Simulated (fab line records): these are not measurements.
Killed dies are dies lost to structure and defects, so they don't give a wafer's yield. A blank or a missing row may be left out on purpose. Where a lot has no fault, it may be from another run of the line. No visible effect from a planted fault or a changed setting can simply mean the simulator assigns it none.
Comparing a struck lot with a sound one ; flow n5-finfet ; 14 out of 1938 route steps
Sound: wafers L431.2, L431.3, L431.5. Struck: wafer L448.3 (L448.4, L448.6, from the same lot, were not struck and are left out); the cause is given at the end.
Each step with rows lists, per side, the tool, then ch with its chambers, then its first start. Under that, the readings that differ: sound wafers ; struck wafers ; difference of the means ; sigmas: that difference in standard deviations of wafers without a fault.
alike: words and numbers the same on both sides, and readings whose means are apart by under 2 such deviations; not compared: readings that were withheld, readings missing a value for some wafer, numbers with overlapping values and no deviation given by the record, and bounds like >300 which may hide the same value.
The two part at a step that has a row with sigmas, a row that says differs or no value, or rows on one side only. Non-overlapping numbers with no deviation appear without sigmas and do not part them. A reading that every wafer of one side lacks parts them only if that side has two wafers or more.

first, 8 steps without rows for these wafers: N5_BEOL_M9_COAT_64 (time 60 s, resist thk 12 nm); N5_BEOL_M9_COAT_75 (time 60 s, resist thk 5 nm); N5_BEOL_M9_COAT_22 (resist thk 30 nm); N5_BEOL_M9_EBR_24; N5_BEOL_M9_SOFTBAKE_23 (time 60 s); N5_BEOL_M9_EXPOSE_25 (exposes mask V8); N5_BEOL_M9_PEB_26 (peb time 60 s); N5_BEOL_M9_DEVELOP_27 (develop time 30 s).
N5_BEOL_M9_CD_MEAS_28: target cd 70 nm.
  sound on cd-sem-01 ch 0, day 9 20:24; struck on cd-sem-02 ch 0, day 13 20:59
reading;sound;struck;difference;sigmas
cd-nm (nm);70.27 70.36 70.69;69.73;-0.71;-3
N5_BEOL_M9_OVL_MEAS_29:
  sound on overlay-02 ch 0, day 9 20:26; struck on overlay-02 ch 0, day 13 21:02
  alike: V8_OVL
N5_BEOL_M9_INSPECT_30: inspects for defects (brightfield).
  struck on defect-inspect-01, day 13 21:05; sound on defect-inspect-02, day 9 20:29
  alike: raw-defect-count
N5_BEOL_M9_DESCUM_33: chemistry O2, time 7 s.
  sound on rie-diel-03 ch 2,3, day 9 20:31; struck on rie-diel-01 ch 3, day 13 21:14
  alike: drypump-motor-current-A, oes-product-au, rf-vpp-V, showerhead-plenum-p-Torr, temp-c, throttle-valve-pct
  not compared: rf-hours-counter-h
N5_BEOL_M9_ETCH_76: etches underlayer in N2/H2, target depth 6.5 nm, time 5.2 s.
  sound on rie-diel-03 ch 2,3, day 9 20:33; struck on rie-diel-01 ch 3, day 13 21:16
reading;sound;struck;difference;sigmas
etch-rf-on-time-s (s);5.31 5.16 5.17;8.23;+3.02;+23
oes-product-au (a.u.);0.73 0.61 0.61;0.47;-0.18;-3
  alike: drypump-motor-current-A, rf-vpp-V, showerhead-plenum-p-Torr, throttle-valve-pct
  not compared: rf-hours-counter-h
N5_BEOL_M9_ETCH_65: etches SiARC in CF4, target depth 15.6 nm, time 26 s.
  sound on rie-diel-03 ch 2,3, day 9 20:34; struck on rie-diel-01 ch 3, day 13 21:17
  alike: drypump-motor-current-A, etch-rf-on-time-s, oes-product-au, rf-vpp-V, showerhead-plenum-p-Torr, throttle-valve-pct
  not compared: rf-hours-counter-h

## WHERE THEY PART
First at N5_BEOL_M9_CD_MEAS_28; last, within this record, at N5_BEOL_M9_ETCH_76. Later steps at which nothing parts them and some readings are alike: N5_BEOL_M9_ETCH_65.

WHY: the cause the simulator had injected
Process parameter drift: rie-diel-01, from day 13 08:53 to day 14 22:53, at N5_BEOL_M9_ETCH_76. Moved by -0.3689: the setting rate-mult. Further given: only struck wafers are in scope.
